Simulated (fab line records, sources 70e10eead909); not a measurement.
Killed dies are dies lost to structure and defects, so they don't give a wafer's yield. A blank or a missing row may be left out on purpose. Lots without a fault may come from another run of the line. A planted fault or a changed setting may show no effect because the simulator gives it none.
Tool commonality check | flow nand_harc | 2 lots, 6 wafers sampled

WHY IT WAS OPENED
At NHARC_END_SORT_01 the reading killed_at_array is flagged on 2 of 2 lots. Wafers without a fault read 29, standard deviation 13.
Rule: a lot is flagged when every wafer of it that has a number lies more than 4 standard deviations from that mean, or none has a number. The other lots count as sound.

lot  | measured     | on        | killed_at_array, wafer by wafer | flag
L270 | day 22 09:26 | prober-02 | 540 487 462                     | FLAGGED
L273 | day 23 20:14 | prober-01 | 456 521 520                     | FLAGGED
The numbers of the flagged lots are 498 on average: +469 against the usual, or +36 standard deviations.

WHICH TOOL RAN EACH LOT
The record holds 4 process steps before the reading, out of a route of 1159 steps. In each cell: the tool, then ch and the chambers that the sampled wafers went through, then the start.
lot  | flag    | NHARC_A_CHANNEL_HOLE_D1_DESCUM_15  | NHARC_A_CHANNEL_HOLE_D1_ETCH_16    | NHARC_A_CHANNEL_HOLE_D1_ETCH_21  | NHARC_A_CHANNEL_HOLE_D1_ETCH_22
L270 | FLAGGED | rie_diel-06 ch 1,2,3, day 11 14:46 | rie_diel-06 ch 0,2,3, day 11 15:17 | har_etch-02 ch 0,1, day 11 16:22 | har_etch-02 ch 0,1, day 11 16:48
L273 | FLAGGED | rie_diel-06 ch 0,1, day 12 10:55   | rie_diel-06 ch 0,2,3, day 12 11:30 | har_etch-01 ch 1, day 12 12:32   | har_etch-01 ch 1, day 12 12:58
What these steps do:
- NHARC_A_CHANNEL_HOLE_D1_DESCUM_15: chemistry O2, time 3 s.
- NHARC_A_CHANNEL_HOLE_D1_ETCH_16: etches the open film in O2/COS, target depth 3100 nm, time 806 s.
- NHARC_A_CHANNEL_HOLE_D1_ETCH_21: etches the open film in C4F8/O2/Ar, time 514.3 s, target depth 1600 nm.
- NHARC_A_CHANNEL_HOLE_D1_ETCH_22: etches the open film in C4F8/O2/Ar, time 666.7 s, target depth 1600 nm.
- NHARC_END_SORT_01

FLAGGED OVER TOTAL, TOOL BY TOOL (the gauges that took the reading come last)
step                              | tool        | lots run | flagged | share of the flagged lots | sound lots run after its first flagged lot
NHARC_A_CHANNEL_HOLE_D1_DESCUM_15 | rie_diel-06 | 2        | 2       | all                       | 0
NHARC_A_CHANNEL_HOLE_D1_ETCH_16   | rie_diel-06 | 2        | 2       | all                       | 0
NHARC_A_CHANNEL_HOLE_D1_ETCH_21   | har_etch-01 | 1        | 1       | some                      | 0
NHARC_A_CHANNEL_HOLE_D1_ETCH_21   | har_etch-02 | 1        | 1       | some                      | 0
NHARC_A_CHANNEL_HOLE_D1_ETCH_22   | har_etch-01 | 1        | 1       | some                      | 0
NHARC_A_CHANNEL_HOLE_D1_ETCH_22   | har_etch-02 | 1        | 1       | some                      | 0
NHARC_END_SORT_01                 | prober-01   | 1        | 1       | some                      | 0
NHARC_END_SORT_01                 | prober-02   | 1        | 1       | some                      | 0

WHAT THE TABLE ALLOWS
2 rows of the table ran every flagged lot: rie_diel-06 at NHARC_A_CHANNEL_HOLE_D1_DESCUM_15, rie_diel-06 at NHARC_A_CHANNEL_HOLE_D1_ETCH_16.
- rie_diel-06 at NHARC_A_CHANNEL_HOLE_D1_DESCUM_15: 2 of its 2 lots flagged. It ran no sound lot before its first flagged lot in this sample, so the start can't be narrowed down.
- rie_diel-06 at NHARC_A_CHANNEL_HOLE_D1_ETCH_16: 2 of its 2 lots flagged. It ran no sound lot before its first flagged lot in this sample, so the start can't be narrowed down. Its own readings lie more than 4 standard deviations out on every wafer of the flagged lots: oes_product_au.
One tool is left: rie_diel-06 at NHARC_A_CHANNEL_HOLE_D1_DESCUM_15 and NHARC_A_CHANNEL_HOLE_D1_ETCH_16.

WHAT THE SIMULATOR HAD PUT IN
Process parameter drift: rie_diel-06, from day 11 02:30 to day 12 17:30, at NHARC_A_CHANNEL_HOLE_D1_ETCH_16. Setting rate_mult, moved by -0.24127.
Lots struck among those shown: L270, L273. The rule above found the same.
